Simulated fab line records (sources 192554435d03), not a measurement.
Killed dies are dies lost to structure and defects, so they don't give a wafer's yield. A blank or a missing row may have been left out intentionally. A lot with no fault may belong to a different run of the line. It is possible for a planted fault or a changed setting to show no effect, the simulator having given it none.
Chamber matching -- flow n5_finfet -- rie_diel-03 running N5_BEOL_M15_DESCUM_33: 4 sister chambers
The step chemistry O2, time 7.9 s. 4 wafers are shown with their chamber, then 9 later ones without.

WAFERS PAIRED WITH THEIR CHAMBERS
wafer,chamber,drypump_motor_current_A (A)
L083.6,3,6.5
L084.2,0,5.2
L084.4,2,6.5
L084.6,1,5.8

WAFERS WITH NO CHAMBER GIVEN
wafer,drypump_motor_current_A (A)
L085.1,5.8
L085.2,6.6
L085.6,6.6
L092.1,5.3
L092.3,6.4
L092.4,5.8
L094.2,6.6
L094.3,6.4
L094.5,5.3

CHAMBER TAKEN BY EACH
wafer,from the rows above,in truth
L085.1,1,1
L085.2,can't be placed: 2 or 3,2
L085.6,can't be placed: 2 or 3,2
L092.1,0,0
L092.3,can't be placed: 2 or 3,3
L092.4,1,1
L094.2,can't be placed: 2 or 3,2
L094.3,can't be placed: 2 or 3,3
L094.5,0,0
Correct placement for 4 of the 9. Cannot be placed on the basis of these rows: 5; the candidates contain the true chamber in 5. Number placed wrongly: 0.
How it was worked out, from the rows above alone: a wafer's distance from a chamber is the root of the sum, over the readings, of the square of ((its reading less the chamber's mean) divided by the reading's scatter). The wafer belongs to the nearest chamber; if the next one is less than 2 further off, it can't be placed. A chamber's mean is the mean of its shown wafers. The scatter (one wafer shown for each chamber): square how far every hidden wafer sits from the nearest shown wafer, average those squares and take the square root.
